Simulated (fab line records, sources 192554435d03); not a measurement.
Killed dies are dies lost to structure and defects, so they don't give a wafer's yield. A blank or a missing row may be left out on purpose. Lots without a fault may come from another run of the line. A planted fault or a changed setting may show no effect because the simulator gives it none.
Chamber matching | flow n5_finfet | N5_BEOL_M15_STRIP_36 on rie_diel-05: 4 sister chambers
The step strips in O2. 20 wafers are shown with their chamber, then 10 later ones without.

WAFERS WITH THEIR CHAMBER
wafer  | chamber | showerhead_plenum_p_Torr (Torr) | drypump_motor_current_A (A) | throttle_valve_pct (%)
L074.2 | 0       | 2.16                            | 6.4                         | 17.04
L074.4 | 2       | 2.02                            | 5.8                         | 16.27
L074.5 | 0       | 2.16                            | 6.5                         | 17.06
L077.2 | 1       | 2.05                            | 5.5                         | 16.72
L077.3 | 2       | 2.02                            | 5.8                         | 16.30
L077.4 | 3       | 2.08                            | 5.3                         | 16.76
L081.2 | 2       | 2.02                            | 5.8                         | 16.29
L081.3 | 0       | 2.16                            | 6.5                         | 17.09
L081.5 | 0       | 2.15                            | 6.5                         | 17.05
L080.1 | 2       | 2.02                            | 5.8                         | 16.32
L080.2 | 0       | 2.15                            | 6.4                         | 17.05
L080.6 | 1       | 2.04                            | 5.5                         | 16.77
L085.1 | 2       | 2.02                            | 5.8                         | 16.33
L085.2 | 0       | 2.15                            | 6.5                         | 17.06
L085.6 | 0       | 2.15                            | 6.4                         | 17.05
L088.2 | 0       | 2.15                            | 6.5                         | 17.02
L088.3 | 1       | 2.04                            | 5.5                         | 16.32
L088.6 | 2       | 2.02                            | 5.7                         | 16.29
L086.4 | 1       | 2.04                            | 5.5                         | 16.33
L086.5 | 0       | 2.15                            | 6.4                         | 17.06

SIGNATURES (means of the wafers above)
reading                  | chamber 0 | chamber 1 | chamber 2 | chamber 3 | scatter within a chamber
showerhead_plenum_p_Torr | 2.1533    | 2.0425    | 2.0200    | 2.0800    | 0.00415
drypump_motor_current_A  | 6.456     | 5.500     | 5.783     | 5.300     | 0.0437
throttle_valve_pct       | 17.0533   | 16.5350   | 16.3000   | 16.7600   | 0.107
Rule: a wafer's distance from a chamber is the root of the sum, over the readings, of the square of ((its reading less the chamber's mean) divided by the reading's scatter). The wafer belongs to the nearest chamber; if the next one is less than 2 further off, it can't be placed. The scatter: the root of (the sum of the squares of (reading less its chamber's mean) over the shown wafers, divided by (wafers less chambers)).

WAFERS WITHOUT THEIR CHAMBER
wafer  | showerhead_plenum_p_Torr (Torr) | drypump_motor_current_A (A) | throttle_valve_pct (%)
L086.6 | 2.07                            | 5.3                         | 16.77
L092.1 | 2.01                            | 5.8                         | 16.36
L092.4 | 2.15                            | 6.5                         | 17.08
L092.5 | 2.15                            | 6.5                         | 17.06
L090.1 | 2.07                            | 5.3                         | 16.81
L090.4 | 2.01                            | 5.8                         | 16.35
L090.6 | 2.04                            | 5.5                         | 16.36
L094.2 | 2.01                            | 5.7                         | 16.32
L094.5 | 2.07                            | 5.3                         | 16.81
L094.6 | 2.01                            | 5.8                         | 16.36

WHICH CHAMBER EACH WENT THROUGH
wafer  | from the rows above | in truth
L086.6 | 3                   | 3
L092.1 | 2                   | 2
L092.4 | 0                   | 0
L092.5 | 0                   | 0
L090.1 | 3                   | 3
L090.4 | 2                   | 2
L090.6 | 1                   | 1
L094.2 | 2                   | 2
L094.5 | 3                   | 3
L094.6 | 2                   | 2
Placed correctly: 10 of 10. Can't be placed from these rows: 0. Placed wrongly: 0.
